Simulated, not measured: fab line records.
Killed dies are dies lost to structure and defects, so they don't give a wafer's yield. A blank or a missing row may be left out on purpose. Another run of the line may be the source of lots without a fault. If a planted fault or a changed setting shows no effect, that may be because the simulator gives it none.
Split-lot experiment | flow n5 finfet | 21 wafers read from 7 lots, route of 1938 steps

THE SPLIT
At N5_DUMMY_GATE_CVD_03 (deposits a-Si from SiH4, target thk 150 nm, time 8042 s), the setting temp c was moved away from the recipe's 530 C on 6 of the 21 wafers read, by -2.7% to -1.5%. For the rest of the wafers, this setting stayed at what the recipe calls for.

The reading comes from the split's own step.

THE READING
a-Si_of_DUMMY_GATE_CVD_03.thk nm (the simulator's own value, which no gauge read), in nm, at N5_DUMMY_GATE_CVD_03 (deposits a-Si from SiH4, target thk 150 nm, time 8042 s). No usual value for it is given in the file. The 15 wafers here that ran the recipe average 150.2 nm, standard deviation 1.5 nm.

wafer  | tool, chamber at the split | temp c as run, C | against the recipe | a-Si_of_DUMMY_GATE_CVD_03.thk nm, nm | against lot-mates on the recipe
L080.1 | -, -                       | 530              | recipe             | 147.8                                | -
L080.6 | -, -                       | 530              | recipe             | 147.8                                | -
L080.3 | -, -                       | 530              | recipe             | 148.8                                | -
L081.1 | -, -                       | 530              | recipe             | 149.6                                | -
L081.4 | -, -                       | 530              | recipe             | 148.8                                | -
L081.6 | -, -                       | 530              | recipe             | 149.8                                | -
L082.2 | -, -                       | 521.9            | -1.5%              | 121.2                                | no lot-mate on the recipe
L082.4 | -, -                       | 521.9            | -1.5%              | 119.8                                | no lot-mate on the recipe
L082.5 | -, -                       | 521.9            | -1.5%              | 120                                  | no lot-mate on the recipe
L083.4 | -, -                       | 530              | recipe             | 150.8                                | -
L083.5 | -, -                       | 530              | recipe             | 149.6                                | -
L083.6 | -, -                       | 530              | recipe             | 150.4                                | -
L089.2 | -, -                       | 515.6            | -2.7%              | 98.4                                 | no lot-mate on the recipe
L089.3 | -, -                       | 515.6            | -2.7%              | 98.4                                 | no lot-mate on the recipe
L089.4 | -, -                       | 515.6            | -2.7%              | 99.2                                 | no lot-mate on the recipe
L093.1 | lpcvd-01, 1/90             | 530              | recipe             | 152                                  | -
L093.4 | lpcvd-01, 1/104            | 530              | recipe             | 152.6                                | -
L093.5 | lpcvd-01, 1/109            | 530              | recipe             | 152.2                                | -
L094.2 | -, -                       | 530              | recipe             | 150.6                                | -
L094.3 | -, -                       | 530              | recipe             | 152                                  | -
L094.6 | -, -                       | 530              | recipe             | 150.8                                | -

FIT RESULTS
A straight line over all 21 wafers: a-Si_of_DUMMY_GATE_CVD_03.thk nm changes by +19.1 nm for each +1% of temp c; r = +1.00; the points scatter about the line by 1.4 nm.
Too few moved wafers with a lot-mate on the recipe to fit a line net of each lot's own level.

FILE'S OWN FIT
a-Si_of_DUMMY_GATE_CVD_03.thk nm changes by +19.1 nm for each +1% of temp c, r = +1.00.
